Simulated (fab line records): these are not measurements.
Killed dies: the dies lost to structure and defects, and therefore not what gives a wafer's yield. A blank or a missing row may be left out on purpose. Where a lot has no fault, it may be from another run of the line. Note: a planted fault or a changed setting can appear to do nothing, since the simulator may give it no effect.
Split-lot trial -- flow n5Finfet -- 21 wafers read across 7 lots, on a route 1938 steps long

== ABOUT THE SPLIT ==
At N5_DUMMY_GATE_PECVD_30 (deposits SiO2 from TEOS/O2, target thk 55 nm, time 10.8 s), the setting timeS was moved away from the recipe's 10.8 s on 9 of the 21 wafers read, by -8.6% to +9.3%. This setting was run at the recipe's value on the other wafers.

The reading comes from the split's own step.

== THE READING ==
SiO2_of_DUMMY_GATE_PECVD_30.thkNm (the simulator's own value, which no gauge read), in nm, at N5_DUMMY_GATE_PECVD_30 (deposits SiO2 from TEOS/O2, target thk 55 nm, time 10.8 s). The file gives no usual value for it. Here, 12 wafers ran the recipe; their average is 55.6 nm with a standard deviation of 0.73 nm.

wafer,"tool, chamber at the split","timeS as run, s",against the recipe,"SiO2_of_DUMMY_GATE_PECVD_30.thkNm, nm",against lot-mates on the recipe
L074.1,"pecvd-02, 0",10.34,-4.3%,53,-2.6
L074.4,"pecvd-02, 0",10.8,recipe,55.6,-
L074.5,"pecvd-02, 1",10.34,-4.3%,54.8,-0.8
L075.3,"pecvd-03, 1,0",10.8,recipe,56.4,-
L075.4,"pecvd-03, 1,0",10.8,recipe,56.4,-
L075.5,"pecvd-03, 2",10.8,recipe,55.8,-
L076.3,"pecvd-03, 1",10.8,recipe,55.4,-
L076.4,"pecvd-03, 2",9.87,-8.6%,50.6,-4.8
L076.6,"pecvd-03, 0",9.87,-8.6%,51.8,-3.6
L078.2,"pecvd-03, 2",10.19,-5.6%,50.8,-5.2
L078.5,"pecvd-03, 0",10.19,-5.6%,52.4,-3.6
L078.6,"pecvd-03, 1",10.8,recipe,56,-
L089.1,"pecvd-03, 1",10.8,recipe,55.4,-
L089.3,"pecvd-03, 2",10.09,-6.6%,49.8,-5.6
L089.4,"pecvd-03, 2",10.09,-6.6%,51.2,-4.2
L091.2,"pecvd-03, 0",10.8,recipe,56,-
L091.3,"pecvd-03, 1,2",10.8,recipe,55.8,-
L091.4,"pecvd-03, 1,2",10.8,recipe,55.8,-
L092.1,"pecvd-03, 2",10.8,recipe,53.6,-
L092.2,"pecvd-03, 1",11.8,+9.3%,60,+5.8
L092.4,"pecvd-03, 2",10.8,recipe,54.8,-
If several chambers appear in one row, that row covers several wafers at once and the file leaves open which wafer was in which chamber.

THE FIT
A straight line over all 21 wafers: SiO2_of_DUMMY_GATE_PECVD_30.thkNm changes by +0.564 nm for each +1% of timeS; r = +0.93; the points scatter about the line by 0.97 nm.
The same after taking each lot's own level away (the mean of its wafers on the recipe; 21 wafers): +0.607 nm for each +1%; r = +0.95; scatter 0.82 nm.
On that fit, the largest move of timeS shifts the reading by 5.6 nm.
The lots' own levels span 54.20 to 56.20 nm, that is 2.7 times the standard deviation above.
Consequently the slope shifts little with the lot-to-lot level, the two slopes agreeing.
Check: +5.5 nm against its lot-mates is what the line predicts for one of the wafers moved furthest among these (+9.3%) when that wafer is left out of the fit. Against them it came out at +5.8 nm.

== THE OTHER SPLITS THESE WAFERS WENT THROUGH ==
These wafers also went through other splits before the reading. Each is held against what the fit with the lots' levels taken away leaves over:
other split on the same wafers,wafers away from the commonest value,r with SiO2_of_DUMMY_GATE_PECVD_30.thkNm (lot level and that fit taken away)
N5_WELL_APT_EXPOSE_05 doseMj,6,+0.49
N5_WELL_APT_DEVELOP_07 developTimeS,9,+0.27
N5_PMOS_HMC_CHANNEL_EPI_COAT_31 spinRpm,7,+0.12
N5_PMOS_HMC_CHANNEL_EPI_PEB_07 pebTempC,3,+0.01
N5_FIN_SAQP_COAT_49 spinRpm,7,+0.25
N5_FIN_SAQP_EXPOSE_13 doseMj,6,+0.09

== THE FILE'S OWN FIT ==
SiO2_of_DUMMY_GATE_PECVD_30.thkNm changes by +0.609 nm for each +1% of timeS, r = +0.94.
